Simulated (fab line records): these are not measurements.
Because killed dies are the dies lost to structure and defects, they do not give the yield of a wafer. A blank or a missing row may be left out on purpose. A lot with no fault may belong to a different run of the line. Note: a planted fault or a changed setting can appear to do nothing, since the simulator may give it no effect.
Matching of chambers | flow n5-finfet | 3 sister chambers for N5_BEOL_M13_DEP_53 on pecvd-03
The step deposits SiCN from 3MS/NH3, target thk 50 nm, time 17.8 s. 3 wafers are shown with their chamber, then 12 later ones without.

== WAFERS PAIRED WITH THEIR CHAMBERS ==
wafer  | chamber | showerhead-plenum-p-Torr (Torr)
L092.4 | 0       | 4.188
L092.5 | 1       | 4.139
L092.6 | 2       | 4.129

== WAFERS WITH NO CHAMBER GIVEN ==
wafer  | showerhead-plenum-p-Torr (Torr)
L094.2 | 4.147
L094.3 | 4.182
L094.4 | 4.130
L093.1 | 4.141
L093.2 | 4.194
L093.3 | 4.131
L093.4 | 4.142
L093.5 | 4.148
L093.6 | 4.181
L097.4 | 4.150
L097.5 | 4.131
L097.6 | 4.182

== WHICH CHAMBER EACH WENT THROUGH ==
wafer  | from the rows above     | in truth
L094.2 | can't be placed: 1 or 2 | 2
L094.3 | 0                       | 0
L094.4 | can't be placed: 2 or 1 | 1
L093.1 | can't be placed: 1 or 2 | 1
L093.2 | 0                       | 0
L093.3 | can't be placed: 2 or 1 | 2
L093.4 | can't be placed: 1 or 2 | 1
L093.5 | can't be placed: 1 or 2 | 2
L093.6 | 0                       | 0
L097.4 | can't be placed: 1 or 2 | 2
L097.5 | can't be placed: 2 or 1 | 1
L097.6 | 0                       | 0
Correct placement for 4 of the 12. Cannot be placed on the basis of these rows: 8; the candidates contain the true chamber in 8. 0 placed wrongly.
How it was worked out, from the rows above alone: a wafer's distance from a chamber is the root of the sum, over the readings, of the square of ((its reading less the chamber's mean) divided by the reading's scatter). If the next closest chamber is less than 2 further off than the closest, the wafer can't be placed; otherwise it belongs to the closest. The mean given for a chamber averages the wafers shown for that chamber. The scatter: root of mean squared gap, hidden wafer to nearest shown wafer, with one shown wafer a chamber.
